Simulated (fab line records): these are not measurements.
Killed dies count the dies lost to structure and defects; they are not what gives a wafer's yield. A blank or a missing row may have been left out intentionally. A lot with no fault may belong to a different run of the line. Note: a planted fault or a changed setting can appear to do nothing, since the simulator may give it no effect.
Chamber matching    flow n5-finfet    pecvd-03 running N5_PMOS_HMC_CHANNEL_EPI_HM_DEP_34: 3 sister chambers
The step deposits SiO2 from TEOS/O2, target thk 36 nm, time 6.9 s. 6 wafers are shown with their chamber, then 7 later ones without.

## WAFERS, EACH WITH ITS CHAMBER
wafer   chamber  showerhead-plenum-p-Torr (Torr)  throttle-valve-pct (%)
L077.6  2        8.29                             18.0
L086.1  0        8.35                             19.3
L086.2  1        8.42                             18.8
L086.3  2        8.31                             18.1
L088.2  0        8.33                             19.3
L088.3  1        8.42                             18.7

## WAFERS MISSING THEIR CHAMBER
wafer   showerhead-plenum-p-Torr (Torr)  throttle-valve-pct (%)
L088.5  8.36                             18.9
L092.2  8.35                             18.8
L092.3  8.34                             19.1
L092.5  8.36                             18.9
L094.2  8.40                             18.7
L094.3  8.34                             19.0
L094.5  8.35                             18.7

## THE CHAMBER EACH PASSED THROUGH
wafer    from the rows above       in truth
L088.5   can't be placed: 1 or 0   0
L092.2   1                         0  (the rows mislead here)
L092.3   0                         0
L092.5   can't be placed: 1 or 0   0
L094.2   1                         1
L094.3   0                         0
L094.5   1                         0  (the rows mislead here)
3 of 7 placed correctly. Can't be placed from these rows: 2 (the true chamber is among the candidates in 2). Placed wrongly: 2.
How it was worked out, from the rows above alone: a wafer's distance from a chamber is the root of the sum, over the readings, of the square of ((its reading less the chamber's mean) divided by the reading's scatter). If the next closest chamber is less than 2 further off than the closest, the wafer can't be placed; otherwise it belongs to the closest. The mean given for a chamber averages the wafers shown for that chamber. The scatter: take each reading less its chamber's mean, square it, sum over the shown wafers, divide by the number of wafers less the number of chambers, and take the root.
